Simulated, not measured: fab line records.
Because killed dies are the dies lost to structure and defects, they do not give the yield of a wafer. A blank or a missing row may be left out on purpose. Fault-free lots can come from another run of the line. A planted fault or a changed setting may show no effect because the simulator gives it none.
Which tool did it? || flow n5-finfet || 22 lots, 66 wafers sampled, at 4 steps of a route of 1938

## WHAT EACH GAUGE READ, for each wafer
N5_MOL_CONTACT_COAG_OVL_MEAS_41.
{"lot": "L074", "measured": "day 4 23:50", "on": "overlay-02", "VD_OVL (nm)": "1.1 1.5 0.3"}
{"lot": "L075", "measured": "day 5 19:05", "on": "overlay-01", "VD_OVL (nm)": "1.2 1.3 1.1"}
{"lot": "L076", "measured": "day 5 19:09", "on": "overlay-02", "VD_OVL (nm)": "-0.2 -1.0 -1.5"}
{"lot": "L078", "measured": "day 6 04:08", "on": "overlay-01", "VD_OVL (nm)": "-0.8 -0.3 -1.3"}
{"lot": "L079", "measured": "day 6 15:11", "on": "overlay-01", "VD_OVL (nm)": "-0.9 -1.6 -1.3"}
{"lot": "L081", "measured": "day 7 03:23", "on": "overlay-01", "VD_OVL (nm)": "0.3 0.6 -0.9"}
{"lot": "L082", "measured": "day 7 05:25", "on": "overlay-01", "VD_OVL (nm)": "-0.5 -1.1 -0.5"}
{"lot": "L083", "measured": "day 7 09:17", "on": "overlay-02", "VD_OVL (nm)": "-0.1 -1.6 -0.1"}
{"lot": "L084", "measured": "day 7 16:05", "on": "overlay-02", "VD_OVL (nm)": "0.5 -0.3 -0.4"}
{"lot": "L085", "measured": "day 8 01:16", "on": "overlay-02", "VD_OVL (nm)": "-0.6 -0.5 -0.7"}
{"lot": "L086", "measured": "day 8 05:02", "on": "overlay-01", "VD_OVL (nm)": "-0.3 0.1 -1.3"}
{"lot": "L087", "measured": "day 8 13:24", "on": "overlay-02", "VD_OVL (nm)": "-1.4 -1.8 -1.0"}
{"lot": "L088", "measured": "day 8 22:51", "on": "overlay-02", "VD_OVL (nm)": "0.0 0.4 0.0"}
{"lot": "L089", "measured": "day 9 03:24", "on": "overlay-02", "VD_OVL (nm)": "-1.3 -0.4 -0.5"}
{"lot": "L090", "measured": "day 9 08:17", "on": "overlay-01", "VD_OVL (nm)": "-0.5 -0.1 -0.4"}
{"lot": "L091", "measured": "day 9 15:32", "on": "overlay-02", "VD_OVL (nm)": "-0.3 -1.7 -0.7"}
{"lot": "L092", "measured": "day 9 17:52", "on": "overlay-01", "VD_OVL (nm)": "0.1 -0.5 0.2"}
{"lot": "L093", "measured": "day 9 22:10", "on": "overlay-02", "VD_OVL (nm)": "0.7 1.3 -0.4"}
{"lot": "L094", "measured": "day 10 02:58", "on": "overlay-01", "VD_OVL (nm)": "-0.3 -0.7 0.3"}
{"lot": "L095", "measured": "day 10 09:07", "on": "overlay-01", "VD_OVL (nm)": "-0.5 0.2 0.4"}
{"lot": "L096", "measured": "day 10 18:19", "on": "overlay-02", "VD_OVL (nm)": "0.2 0.0 -0.6"}
{"lot": "L097", "measured": "day 11 02:09", "on": "overlay-02", "VD_OVL (nm)": "-0.3 -0.6 -1.0"}

## WHICH TOOL RAN EACH LOT (tool, then ch and the chambers of the sampled wafers, then the start)
{"lot": "L074", "N5_GATE_CUT_ETCH_19": "rie-diel-06 ch 1,3, day 4 09:23", "N5_MOL_CONTACT_COAG_PRE_CLEAN_142": "pvd-sputter-02, day 4 17:49", "N5_MOL_CONTACT_COAG_ETCH_89": "rie-diel-05 ch 0,1,2, day 4 22:34"}
{"lot": "L075", "N5_GATE_CUT_ETCH_19": "rie-diel-06 ch 2,3, day 4 22:37", "N5_MOL_CONTACT_COAG_PRE_CLEAN_142": "pvd-sputter-01, day 5 10:40", "N5_MOL_CONTACT_COAG_ETCH_89": "rie-diel-05 ch 0,1,2, day 5 16:53"}
{"lot": "L076", "N5_GATE_CUT_ETCH_19": "rie-diel-06 ch 0,2,3, day 5 01:17", "N5_MOL_CONTACT_COAG_PRE_CLEAN_142": "pvd-sputter-01, day 5 10:50", "N5_MOL_CONTACT_COAG_ETCH_89": "rie-diel-05 ch 0,1,3, day 5 17:36"}
{"lot": "L078", "N5_GATE_CUT_ETCH_19": "rie-diel-06 ch 2,3, day 5 14:05", "N5_MOL_CONTACT_COAG_PRE_CLEAN_142": "pvd-sputter-02, day 5 22:58", "N5_MOL_CONTACT_COAG_ETCH_89": "rie-diel-04 ch 0,2,3, day 6 02:58"}
{"lot": "L079", "N5_GATE_CUT_ETCH_19": "rie-diel-06 ch 0,1,3, day 5 21:59", "N5_MOL_CONTACT_COAG_PRE_CLEAN_142": "pvd-sputter-01, day 6 08:54", "N5_MOL_CONTACT_COAG_ETCH_89": "rie-diel-05 ch 0,2, day 6 13:51"}
{"lot": "L081", "N5_GATE_CUT_ETCH_19": "rie-diel-03 ch 1,2,3, day 6 13:23", "N5_MOL_CONTACT_COAG_PRE_CLEAN_142": "pvd-sputter-01, day 6 21:49", "N5_MOL_CONTACT_COAG_ETCH_89": "rie-diel-04 ch 0,1,3, day 7 02:15"}
{"lot": "L082", "N5_GATE_CUT_ETCH_19": "rie-diel-06 ch 1,2, day 6 16:10", "N5_MOL_CONTACT_COAG_PRE_CLEAN_142": "pvd-sputter-01, day 6 23:38", "N5_MOL_CONTACT_COAG_ETCH_89": "rie-diel-05 ch 0,1,3, day 7 04:11"}
{"lot": "L083", "N5_GATE_CUT_ETCH_19": "rie-diel-02 ch 0,1, day 6 19:00", "N5_MOL_CONTACT_COAG_PRE_CLEAN_142": "pvd-sputter-01, day 7 03:46", "N5_MOL_CONTACT_COAG_ETCH_89": "rie-diel-01 ch 0,2,3, day 7 07:56"}
{"lot": "L084", "N5_GATE_CUT_ETCH_19": "rie-diel-02 ch 0,2, day 7 02:25", "N5_MOL_CONTACT_COAG_PRE_CLEAN_142": "pvd-sputter-01, day 7 10:44", "N5_MOL_CONTACT_COAG_ETCH_89": "rie-diel-04 ch 0,2, day 7 14:44"}
{"lot": "L085", "N5_GATE_CUT_ETCH_19": "rie-diel-06 ch 1,3, day 7 07:13", "N5_MOL_CONTACT_COAG_PRE_CLEAN_142": "pvd-sputter-02, day 7 19:20", "N5_MOL_CONTACT_COAG_ETCH_89": "rie-diel-01 ch 2,3, day 7 23:53"}
{"lot": "L086", "N5_GATE_CUT_ETCH_19": "rie-diel-03 ch 0,1,3, day 7 13:22", "N5_MOL_CONTACT_COAG_PRE_CLEAN_142": "pvd-sputter-01, day 7 23:40", "N5_MOL_CONTACT_COAG_ETCH_89": "rie-diel-01 ch 0,2,3, day 8 03:36"}
{"lot": "L087", "N5_GATE_CUT_ETCH_19": "rie-diel-06 ch 0,2,3, day 7 21:02", "N5_MOL_CONTACT_COAG_PRE_CLEAN_142": "pvd-sputter-03, day 8 07:25", "N5_MOL_CONTACT_COAG_ETCH_89": "rie-diel-05 ch 0,2,3, day 8 11:54"}
{"lot": "L088", "N5_GATE_CUT_ETCH_19": "rie-diel-03 ch 1,3, day 8 02:37", "N5_MOL_CONTACT_COAG_PRE_CLEAN_142": "pvd-sputter-02, day 8 10:32", "N5_MOL_CONTACT_COAG_ETCH_89": "rie-diel-04 ch 0,3, day 8 20:17"}
{"lot": "L089", "N5_GATE_CUT_ETCH_19": "rie-diel-03 ch 1,2,3, day 8 10:20", "N5_MOL_CONTACT_COAG_PRE_CLEAN_142": "pvd-sputter-02, day 8 18:08", "N5_MOL_CONTACT_COAG_ETCH_89": "rie-diel-05 ch 1,2,3, day 9 01:58"}
{"lot": "L090", "N5_GATE_CUT_ETCH_19": "rie-diel-03 ch 0,1, day 8 14:11", "N5_MOL_CONTACT_COAG_PRE_CLEAN_142": "pvd-sputter-01, day 9 02:22", "N5_MOL_CONTACT_COAG_ETCH_89": "rie-diel-04 ch 1,3, day 9 06:31"}
{"lot": "L091", "N5_GATE_CUT_ETCH_19": "rie-diel-02 ch 1,2,3, day 8 22:25", "N5_MOL_CONTACT_COAG_PRE_CLEAN_142": "pvd-sputter-01, day 9 09:08", "N5_MOL_CONTACT_COAG_ETCH_89": "rie-diel-04 ch 0,3, day 9 13:53"}
{"lot": "L092", "N5_GATE_CUT_ETCH_19": "rie-diel-03 ch 1,2, day 9 03:03", "N5_MOL_CONTACT_COAG_PRE_CLEAN_142": "pvd-sputter-01, day 9 12:24", "N5_MOL_CONTACT_COAG_ETCH_89": "rie-diel-04 ch 0,1, day 9 16:27"}
{"lot": "L093", "N5_GATE_CUT_ETCH_19": "rie-diel-06 ch 2,3, day 9 09:23", "N5_MOL_CONTACT_COAG_PRE_CLEAN_142": "pvd-sputter-03, day 9 16:43", "N5_MOL_CONTACT_COAG_ETCH_89": "rie-diel-04 ch 0,1,3, day 9 21:02"}
{"lot": "L094", "N5_GATE_CUT_ETCH_19": "rie-diel-03 ch 1,2, day 9 13:19", "N5_MOL_CONTACT_COAG_PRE_CLEAN_142": "pvd-sputter-02, day 9 21:38", "N5_MOL_CONTACT_COAG_ETCH_89": "rie-diel-05 ch 1,2,3, day 10 01:43"}
{"lot": "L095", "N5_GATE_CUT_ETCH_19": "rie-diel-02 ch 1,2,3, day 9 19:19", "N5_MOL_CONTACT_COAG_PRE_CLEAN_142": "pvd-sputter-01, day 10 03:50", "N5_MOL_CONTACT_COAG_ETCH_89": "rie-diel-05 ch 0,2, day 10 07:56"}
{"lot": "L096", "N5_GATE_CUT_ETCH_19": "rie-diel-06 ch 1,2, day 10 04:01", "N5_MOL_CONTACT_COAG_PRE_CLEAN_142": "pvd-sputter-03, day 10 12:12", "N5_MOL_CONTACT_COAG_ETCH_89": "rie-diel-01 ch 2,3, day 10 16:52"}
{"lot": "L097", "N5_GATE_CUT_ETCH_19": "rie-diel-02 ch 1,3, day 10 11:23", "N5_MOL_CONTACT_COAG_PRE_CLEAN_142": "pvd-sputter-03, day 10 20:39", "N5_MOL_CONTACT_COAG_ETCH_89": "rie-diel-04 ch 1,3, day 11 00:55"}
- N5_GATE_CUT_ETCH_19: etches SiNx in CH3F/O2, target depth 53.7 nm, time 76.7 s.
- N5_MOL_CONTACT_COAG_PRE_CLEAN_142: time 60 s.
- N5_MOL_CONTACT_COAG_ETCH_89: etches underlayer in N2/H2, target depth 13 nm, time 10.4 s.

## WHAT THE TOOLS THEMSELVES READ (means of the sampled wafers that have a number; where no wafer has one, the mark that the record gives instead)
N5_GATE_CUT_ETCH_19.
{"lot": "L074", "tool": "rie-diel-06", "CH3F_flow_sccm (sccm)": 30.05, "bias-w (W)": 72.88, "drypump-motor-current-A (A)": 6.1, "etch-rf-on-time-s (s)": 76.5, "oes_o_777_au (a.u.)": 0.75, "oes-product-au (a.u.)": 0.63, "rf-vpp-V (V)": 295, "showerhead-plenum-p-Torr (Torr)": 2.08, "throttle-valve-pct (%)": 16.29}
{"lot": "L075", "tool": "rie-diel-06", "CH3F_flow_sccm (sccm)": 30.01, "bias-w (W)": 72.73, "drypump-motor-current-A (A)": 5.4, "etch-rf-on-time-s (s)": 76.4, "oes_o_777_au (a.u.)": 0.91, "oes-product-au (a.u.)": 0.78, "rf-vpp-V (V)": 299, "showerhead-plenum-p-Torr (Torr)": 2.07, "throttle-valve-pct (%)": 16.14}
{"lot": "L076", "tool": "rie-diel-06", "CH3F_flow_sccm (sccm)": 29.98, "bias-w (W)": 72.87, "drypump-motor-current-A (A)": 5.6, "etch-rf-on-time-s (s)": 78.2, "oes_o_777_au (a.u.)": 0.83, "oes-product-au (a.u.)": 0.70, "rf-vpp-V (V)": 297, "showerhead-plenum-p-Torr (Torr)": 2.05, "throttle-valve-pct (%)": 16.23}
{"lot": "L078", "tool": "rie-diel-06", "CH3F_flow_sccm (sccm)": 30.01, "bias-w (W)": 73.05, "drypump-motor-current-A (A)": 5.4, "etch-rf-on-time-s (s)": 77.1, "oes_o_777_au (a.u.)": 0.89, "oes-product-au (a.u.)": 0.77, "rf-vpp-V (V)": 300, "showerhead-plenum-p-Torr (Torr)": 2.07, "throttle-valve-pct (%)": 16.15}
{"lot": "L079", "tool": "rie-diel-06", "CH3F_flow_sccm (sccm)": 29.95, "bias-w (W)": 72.95, "drypump-motor-current-A (A)": 5.9, "etch-rf-on-time-s (s)": 76.5, "oes_o_777_au (a.u.)": 0.84, "oes-product-au (a.u.)": 0.72, "rf-vpp-V (V)": 294, "showerhead-plenum-p-Torr (Torr)": 2.05, "throttle-valve-pct (%)": 16.18}
{"lot": "L081", "tool": "rie-diel-03", "CH3F_flow_sccm (sccm)": 29.99, "bias-w (W)": 73.09, "drypump-motor-current-A (A)": 5.5, "etch-rf-on-time-s (s)": 77.1, "oes_o_777_au (a.u.)": 0.73, "oes-product-au (a.u.)": 0.63, "rf-vpp-V (V)": 299, "showerhead-plenum-p-Torr (Torr)": 2.00, "throttle-valve-pct (%)": 16.56}
{"lot": "L082", "tool": "rie-diel-06", "CH3F_flow_sccm (sccm)": 29.93, "bias-w (W)": 73.22, "drypump-motor-current-A (A)": 5.8, "etch-rf-on-time-s (s)": 76.6, "oes_o_777_au (a.u.)": 0.93, "oes-product-au (a.u.)": 0.80, "rf-vpp-V (V)": 298, "showerhead-plenum-p-Torr (Torr)": 2.05, "throttle-valve-pct (%)": 16.08}
{"lot": "L083", "tool": "rie-diel-02", "CH3F_flow_sccm (sccm)": 29.97, "bias-w (W)": 73.03, "drypump-motor-current-A (A)": 6.2, "etch-rf-on-time-s (s)": 76.2, "oes_o_777_au (a.u.)": 0.78, "oes-product-au (a.u.)": 0.68, "rf-vpp-V (V)": 302, "showerhead-plenum-p-Torr (Torr)": 2.10, "throttle-valve-pct (%)": 16.01}
{"lot": "L084", "tool": "rie-diel-02", "CH3F_flow_sccm (sccm)": 30.01, "bias-w (W)": 73.11, "drypump-motor-current-A (A)": 6.1, "etch-rf-on-time-s (s)": 76.4, "oes_o_777_au (a.u.)": 0.81, "oes-product-au (a.u.)": 0.70, "rf-vpp-V (V)": 299, "showerhead-plenum-p-Torr (Torr)": 2.05, "throttle-valve-pct (%)": 16.23}
{"lot": "L085", "tool": "rie-diel-06", "CH3F_flow_sccm (sccm)": 30.07, "bias-w (W)": 73.04, "drypump-motor-current-A (A)": 5.9, "etch-rf-on-time-s (s)": 76.9, "oes_o_777_au (a.u.)": 0.88, "oes-product-au (a.u.)": 0.74, "rf-vpp-V (V)": 295, "showerhead-plenum-p-Torr (Torr)": 2.09, "throttle-valve-pct (%)": 16.02}
{"lot": "L086", "tool": "rie-diel-03", "CH3F_flow_sccm (sccm)": 29.96, "bias-w (W)": 73.10, "drypump-motor-current-A (A)": 6.0, "etch-rf-on-time-s (s)": 77.1, "oes_o_777_au (a.u.)": 0.78, "oes-product-au (a.u.)": 0.66, "rf-vpp-V (V)": 301, "showerhead-plenum-p-Torr (Torr)": 2.01, "throttle-valve-pct (%)": 16.51}
{"lot": "L087", "tool": "rie-diel-06", "CH3F_flow_sccm (sccm)": 30.08, "bias-w (W)": 72.73, "drypump-motor-current-A (A)": 5.7, "etch-rf-on-time-s (s)": 76.6, "oes_o_777_au (a.u.)": 0.79, "oes-product-au (a.u.)": 0.68, "rf-vpp-V (V)": 296, "showerhead-plenum-p-Torr (Torr)": 2.04, "throttle-valve-pct (%)": 16.28}
{"lot": "L088", "tool": "rie-diel-03", "CH3F_flow_sccm (sccm)": 30.01, "bias-w (W)": 73.07, "drypump-motor-current-A (A)": 5.7, "etch-rf-on-time-s (s)": 78.0, "oes_o_777_au (a.u.)": 0.73, "oes-product-au (a.u.)": 0.61, "rf-vpp-V (V)": 300, "showerhead-plenum-p-Torr (Torr)": 2.04, "throttle-valve-pct (%)": 16.63}
{"lot": "L089", "tool": "rie-diel-03", "CH3F_flow_sccm (sccm)": 29.93, "bias-w (W)": 72.95, "drypump-motor-current-A (A)": 5.6, "etch-rf-on-time-s (s)": 78.3, "oes_o_777_au (a.u.)": 0.73, "oes-product-au (a.u.)": 0.62, "rf-vpp-V (V)": 299, "showerhead-plenum-p-Torr (Torr)": 1.99, "throttle-valve-pct (%)": 16.59}
{"lot": "L090", "tool": "rie-diel-03", "CH3F_flow_sccm (sccm)": 29.99, "bias-w (W)": 72.97, "drypump-motor-current-A (A)": 6.2, "etch-rf-on-time-s (s)": 77.7, "oes_o_777_au (a.u.)": 0.80, "oes-product-au (a.u.)": 0.67, "rf-vpp-V (V)": 300, "showerhead-plenum-p-Torr (Torr)": 2.04, "throttle-valve-pct (%)": 16.46}
{"lot": "L091", "tool": "rie-diel-02", "CH3F_flow_sccm (sccm)": 30.03, "bias-w (W)": 72.94, "drypump-motor-current-A (A)": 6.0, "etch-rf-on-time-s (s)": 76.6, "oes_o_777_au (a.u.)": 0.81, "oes-product-au (a.u.)": 0.69, "rf-vpp-V (V)": 300, "showerhead-plenum-p-Torr (Torr)": 2.04, "throttle-valve-pct (%)": 16.32}
{"lot": "L092", "tool": "rie-diel-03", "CH3F_flow_sccm (sccm)": 29.96, "bias-w (W)": 72.86, "drypump-motor-current-A (A)": 5.7, "etch-rf-on-time-s (s)": 77.7, "oes_o_777_au (a.u.)": 0.74, "oes-product-au (a.u.)": 0.63, "rf-vpp-V (V)": 297, "showerhead-plenum-p-Torr (Torr)": 2.03, "throttle-valve-pct (%)": 16.54}
{"lot": "L093", "tool": "rie-diel-06", "CH3F_flow_sccm (sccm)": 29.96, "bias-w (W)": 73.06, "drypump-motor-current-A (A)": 5.6, "etch-rf-on-time-s (s)": 77.2, "oes_o_777_au (a.u.)": 0.84, "oes-product-au (a.u.)": 0.72, "rf-vpp-V (V)": 297, "showerhead-plenum-p-Torr (Torr)": 2.08, "throttle-valve-pct (%)": 16.14}
{"lot": "L094", "tool": "rie-diel-03", "CH3F_flow_sccm (sccm)": 30.12, "bias-w (W)": 73.10, "drypump-motor-current-A (A)": 5.5, "etch-rf-on-time-s (s)": 78.5, "oes_o_777_au (a.u.)": 0.75, "oes-product-au (a.u.)": 0.63, "rf-vpp-V (V)": 297, "showerhead-plenum-p-Torr (Torr)": 1.97, "throttle-valve-pct (%)": 16.49}
{"lot": "L095", "tool": "rie-diel-02", "CH3F_flow_sccm (sccm)": 29.98, "bias-w (W)": 73.18, "drypump-motor-current-A (A)": 6.0, "etch-rf-on-time-s (s)": 76.2, "oes_o_777_au (a.u.)": 0.80, "oes-product-au (a.u.)": 0.68, "rf-vpp-V (V)": 300, "showerhead-plenum-p-Torr (Torr)": 2.04, "throttle-valve-pct (%)": 16.34}
{"lot": "L096", "tool": "rie-diel-06", "CH3F_flow_sccm (sccm)": 29.94, "bias-w (W)": 73.27, "drypump-motor-current-A (A)": 5.5, "etch-rf-on-time-s (s)": 77.1, "oes_o_777_au (a.u.)": 0.87, "oes-product-au (a.u.)": 0.75, "rf-vpp-V (V)": 300, "showerhead-plenum-p-Torr (Torr)": 2.04, "throttle-valve-pct (%)": 16.19}
{"lot": "L097", "tool": "rie-diel-02", "CH3F_flow_sccm (sccm)": 29.92, "bias-w (W)": 73.08, "drypump-motor-current-A (A)": 6.0, "etch-rf-on-time-s (s)": 76.1, "oes_o_777_au (a.u.)": 0.79, "oes-product-au (a.u.)": 0.68, "rf-vpp-V (V)": 302, "showerhead-plenum-p-Torr (Torr)": 2.10, "throttle-valve-pct (%)": 16.12}

N5_MOL_CONTACT_COAG_PRE_CLEAN_142.
{"lot": "L074", "tool": "pvd-sputter-02", "heater-power-w (W)": 446}
{"lot": "L075", "tool": "pvd-sputter-01", "heater-power-w (W)": 501}
{"lot": "L076", "tool": "pvd-sputter-01", "heater-power-w (W)": 491}
{"lot": "L078", "tool": "pvd-sputter-02", "heater-power-w (W)": 441}
{"lot": "L079", "tool": "pvd-sputter-01", "heater-power-w (W)": 482}
{"lot": "L081", "tool": "pvd-sputter-01", "heater-power-w (W)": 498}
{"lot": "L082", "tool": "pvd-sputter-01", "heater-power-w (W)": 442}
{"lot": "L083", "tool": "pvd-sputter-01", "heater-power-w (W)": 506}
{"lot": "L084", "tool": "pvd-sputter-01", "heater-power-w (W)": 488}
{"lot": "L085", "tool": "pvd-sputter-02", "heater-power-w (W)": 402}
{"lot": "L086", "tool": "pvd-sputter-01", "heater-power-w (W)": 479}
{"lot": "L087", "tool": "pvd-sputter-03", "heater-power-w (W)": 446}
{"lot": "L088", "tool": "pvd-sputter-02", "heater-power-w (W)": 444}
{"lot": "L089", "tool": "pvd-sputter-02", "heater-power-w (W)": 444}
{"lot": "L090", "tool": "pvd-sputter-01", "heater-power-w (W)": 459}
{"lot": "L091", "tool": "pvd-sputter-01", "heater-power-w (W)": 483}
{"lot": "L092", "tool": "pvd-sputter-01", "heater-power-w (W)": 460}
{"lot": "L093", "tool": "pvd-sputter-03", "heater-power-w (W)": 427}
{"lot": "L094", "tool": "pvd-sputter-02", "heater-power-w (W)": 437}
{"lot": "L095", "tool": "pvd-sputter-01", "heater-power-w (W)": 469}
{"lot": "L096", "tool": "pvd-sputter-03", "heater-power-w (W)": 432}
{"lot": "L097", "tool": "pvd-sputter-03", "heater-power-w (W)": 472}

N5_MOL_CONTACT_COAG_ETCH_89.
{"lot": "L074", "tool": "rie-diel-05", "bias-w (W)": 149.8, "drypump-motor-current-A (A)": 6.2, "etch-rf-on-time-s (s)": 10.56, "oes-product-au (a.u.)": 0.68, "rf-vpp-V (V)": 524.7, "showerhead-plenum-p-Torr (Torr)": 2.55, "throttle-valve-pct (%)": 17.67}
{"lot": "L075", "tool": "rie-diel-05", "bias-w (W)": 150.5, "drypump-motor-current-A (A)": 6.2, "etch-rf-on-time-s (s)": 10.48, "oes-product-au (a.u.)": 0.67, "rf-vpp-V (V)": 524.1, "showerhead-plenum-p-Torr (Torr)": 2.55, "throttle-valve-pct (%)": 17.69}
{"lot": "L076", "tool": "rie-diel-05", "bias-w (W)": 149.9, "drypump-motor-current-A (A)": 5.8, "etch-rf-on-time-s (s)": 10.55, "oes-product-au (a.u.)": 0.66, "rf-vpp-V (V)": 525.8, "showerhead-plenum-p-Torr (Torr)": 2.59, "throttle-valve-pct (%)": 17.70}
{"lot": "L078", "tool": "rie-diel-04", "bias-w (W)": 150.6, "drypump-motor-current-A (A)": 6.0, "etch-rf-on-time-s (s)": 10.48, "oes-product-au (a.u.)": 0.61, "rf-vpp-V (V)": 525.6, "showerhead-plenum-p-Torr (Torr)": 2.56, "throttle-valve-pct (%)": 17.63}
{"lot": "L079", "tool": "rie-diel-05", "bias-w (W)": 150.1, "drypump-motor-current-A (A)": 5.9, "etch-rf-on-time-s (s)": 10.46, "oes-product-au (a.u.)": 0.70, "rf-vpp-V (V)": 522.0, "showerhead-plenum-p-Torr (Torr)": 2.49, "throttle-valve-pct (%)": 17.59}
{"lot": "L081", "tool": "rie-diel-04", "bias-w (W)": 149.8, "drypump-motor-current-A (A)": 6.0, "etch-rf-on-time-s (s)": 10.45, "oes-product-au (a.u.)": 0.64, "rf-vpp-V (V)": 523.3, "showerhead-plenum-p-Torr (Torr)": 2.53, "throttle-valve-pct (%)": 17.80}
{"lot": "L082", "tool": "rie-diel-05", "bias-w (W)": 149.8, "drypump-motor-current-A (A)": 5.8, "etch-rf-on-time-s (s)": 10.55, "oes-product-au (a.u.)": 0.66, "rf-vpp-V (V)": 524.8, "showerhead-plenum-p-Torr (Torr)": 2.58, "throttle-valve-pct (%)": 17.73}
{"lot": "L083", "tool": "rie-diel-01", "bias-w (W)": 150.1, "drypump-motor-current-A (A)": 5.7, "etch-rf-on-time-s (s)": 10.36, "oes-product-au (a.u.)": 0.66, "rf-vpp-V (V)": 522.5, "showerhead-plenum-p-Torr (Torr)": 2.51, "throttle-valve-pct (%)": 17.92}
{"lot": "L084", "tool": "rie-diel-04", "bias-w (W)": 150.3, "drypump-motor-current-A (A)": 6.0, "etch-rf-on-time-s (s)": 10.40, "oes-product-au (a.u.)": 0.59, "rf-vpp-V (V)": 523.6, "showerhead-plenum-p-Torr (Torr)": 2.54, "throttle-valve-pct (%)": 17.69}
{"lot": "L085", "tool": "rie-diel-01", "bias-w (W)": 150.4, "drypump-motor-current-A (A)": 6.1, "etch-rf-on-time-s (s)": 10.58, "oes-product-au (a.u.)": 0.61, "rf-vpp-V (V)": 521.9, "showerhead-plenum-p-Torr (Torr)": 2.48, "throttle-valve-pct (%)": 17.82}
{"lot": "L086", "tool": "rie-diel-01", "bias-w (W)": 150.0, "drypump-motor-current-A (A)": 5.7, "etch-rf-on-time-s (s)": 10.49, "oes-product-au (a.u.)": 0.66, "rf-vpp-V (V)": 522.6, "showerhead-plenum-p-Torr (Torr)": 2.50, "throttle-valve-pct (%)": 17.93}
{"lot": "L087", "tool": "rie-diel-05", "bias-w (W)": 149.6, "drypump-motor-current-A (A)": 5.9, "etch-rf-on-time-s (s)": 10.55, "oes-product-au (a.u.)": 0.67, "rf-vpp-V (V)": 524.3, "showerhead-plenum-p-Torr (Torr)": 2.56, "throttle-valve-pct (%)": 17.72}
{"lot": "L088", "tool": "rie-diel-04", "bias-w (W)": 149.5, "drypump-motor-current-A (A)": 6.3, "etch-rf-on-time-s (s)": 10.72, "oes-product-au (a.u.)": 0.59, "rf-vpp-V (V)": 522.7, "showerhead-plenum-p-Torr (Torr)": 2.48, "throttle-valve-pct (%)": 17.66}
{"lot": "L089", "tool": "rie-diel-05", "bias-w (W)": 150.1, "drypump-motor-current-A (A)": 6.2, "etch-rf-on-time-s (s)": 10.51, "oes-product-au (a.u.)": 0.72, "rf-vpp-V (V)": 524.9, "showerhead-plenum-p-Torr (Torr)": 2.60, "throttle-valve-pct (%)": 17.69}
{"lot": "L090", "tool": "rie-diel-04", "bias-w (W)": 149.8, "drypump-motor-current-A (A)": 5.7, "etch-rf-on-time-s (s)": 10.35, "oes-product-au (a.u.)": 0.63, "rf-vpp-V (V)": 524.6, "showerhead-plenum-p-Torr (Torr)": 2.60, "throttle-valve-pct (%)": 17.80}
{"lot": "L091", "tool": "rie-diel-04", "bias-w (W)": 150.1, "drypump-motor-current-A (A)": 6.3, "etch-rf-on-time-s (s)": 10.56, "oes-product-au (a.u.)": 0.59, "rf-vpp-V (V)": 520.9, "showerhead-plenum-p-Torr (Torr)": 2.47, "throttle-valve-pct (%)": 17.68}
{"lot": "L092", "tool": "rie-diel-04", "bias-w (W)": 149.5, "drypump-motor-current-A (A)": 6.3, "etch-rf-on-time-s (s)": 10.40, "oes-product-au (a.u.)": 0.61, "rf-vpp-V (V)": 520.8, "showerhead-plenum-p-Torr (Torr)": 2.45, "throttle-valve-pct (%)": 17.87}
{"lot": "L093", "tool": "rie-diel-04", "bias-w (W)": 150.0, "drypump-motor-current-A (A)": 6.0, "etch-rf-on-time-s (s)": 10.47, "oes-product-au (a.u.)": 0.62, "rf-vpp-V (V)": 522.3, "showerhead-plenum-p-Torr (Torr)": 2.52, "throttle-valve-pct (%)": 17.85}
{"lot": "L094", "tool": "rie-diel-05", "bias-w (W)": 149.8, "drypump-motor-current-A (A)": 6.2, "etch-rf-on-time-s (s)": 10.59, "oes-product-au (a.u.)": 0.70, "rf-vpp-V (V)": 525.4, "showerhead-plenum-p-Torr (Torr)": 2.60, "throttle-valve-pct (%)": 17.70}
{"lot": "L095", "tool": "rie-diel-05", "bias-w (W)": 150.0, "drypump-motor-current-A (A)": 5.9, "etch-rf-on-time-s (s)": 10.71, "oes-product-au (a.u.)": 0.67, "rf-vpp-V (V)": 522.5, "showerhead-plenum-p-Torr (Torr)": 2.48, "throttle-valve-pct (%)": 17.65}
{"lot": "L096", "tool": "rie-diel-01", "bias-w (W)": 150.5, "drypump-motor-current-A (A)": 6.1, "etch-rf-on-time-s (s)": 10.51, "oes-product-au (a.u.)": 0.60, "rf-vpp-V (V)": 521.8, "showerhead-plenum-p-Torr (Torr)": 2.47, "throttle-valve-pct (%)": 17.85}
{"lot": "L097", "tool": "rie-diel-04", "bias-w (W)": 149.9, "drypump-motor-current-A (A)": 5.7, "etch-rf-on-time-s (s)": 10.29, "oes-product-au (a.u.)": 0.63, "rf-vpp-V (V)": 524.8, "showerhead-plenum-p-Torr (Torr)": 2.57, "throttle-valve-pct (%)": 17.99}

## THE ANSWER, worked out from the rows above alone
Rule: the lots themselves supply what counts as usual. The widest of any qualifying gaps counts: lots, ordered by their means at a reading, are off when they make up no more than a third of the lots, leave a main group of 4 or more, and stand apart from it by 3 or more times the standard deviation of that group's means. Not used: any main group whose means are identical at the precision the tables above print for the reading. Also off: a lot with no number at a reading for which 4 or more lots have one. All remaining lots with rows at the step are treated as sound. After the gauges, taken in route order, come the tools' own readings; for these a lot's mean is taken, as printed above. At the first step where some lot is off, the reading lying furthest off is the one used; lots without a number count as furthest.
No lot is off at any reading shown: from this, nothing can be told.

## WHAT HAD BEEN PUT IN BY THE SIMULATOR
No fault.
